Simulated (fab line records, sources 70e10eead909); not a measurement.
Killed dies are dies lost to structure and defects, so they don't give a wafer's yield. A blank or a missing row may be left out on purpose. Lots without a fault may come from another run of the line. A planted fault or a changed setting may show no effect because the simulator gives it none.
Chamber matching | flow nand_harc | NHARC_A_BONDPAD_DESCUM_11 on rie_diel-03: 4 sister chambers
The step chemistry O2, time 3 s. 8 wafers are shown with their chamber, then 12 later ones without.

WAFERS WITH THEIR CHAMBER
wafer  | chamber | drypump_motor_current_A (A) | oes_product_au (a.u.)
L089.1 | 1       | 5.63                        | 0.994
L089.5 | 2       | 6.03                        | 0.996
L091.2 | 0       | 5.37                        | 1.014
L091.5 | 0       | 5.37                        | 0.995
L091.6 | 3       | 5.65                        | 0.998
L093.1 | 3       | 5.59                        | 1.011
L093.3 | 2       | 6.03                        | 0.994
L093.6 | 1       | 5.63                        | 0.992

WAFERS WITHOUT THEIR CHAMBER
wafer  | drypump_motor_current_A (A) | oes_product_au (a.u.)
L094.1 | 5.38                        | 1.003
L094.3 | 5.66                        | 1.009
L094.4 | 6.01                        | 0.993
L096.1 | 5.62                        | 1.002
L096.2 | 5.37                        | 1.006
L096.6 | 5.37                        | 1.012
L096.3 | 5.68                        | 1.014
L096.4 | 6.02                        | 0.993
L096.5 | 5.63                        | 1.000
L095.1 | 5.68                        | 0.999
L095.2 | 5.64                        | 0.985
L095.3 | 6.03                        | 0.996

WHICH CHAMBER EACH WENT THROUGH
wafer  | from the rows above     | in truth
L094.1 | 0                       | 0
L094.3 | can't be placed: 3 or 1 | 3
L094.4 | 2                       | 2
L096.1 | can't be placed: 3 or 1 | 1
L096.2 | 0                       | 0
L096.6 | 0                       | 0
L096.3 | can't be placed: 3 or 1 | 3
L096.4 | 2                       | 2
L096.5 | can't be placed: 3 or 1 | 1
L095.1 | can't be placed: 1 or 3 | 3
L095.2 | can't be placed: 1 or 3 | 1
L095.3 | 2                       | 2
Placed correctly: 6 of 12. Can't be placed from these rows: 6 (the true chamber is among the candidates in 6). Placed wrongly: 0.
How it was worked out, from the rows above alone: a wafer's distance from a chamber is the root of the sum, over the readings, of the square of ((its reading less the chamber's mean) divided by the reading's scatter). The wafer belongs to the nearest chamber; if the next one is less than 2 further off, it can't be placed. A chamber's mean is the mean of its shown wafers. The scatter: the root of (the sum of the squares of (reading less its chamber's mean) over the shown wafers, divided by (wafers less chambers)).
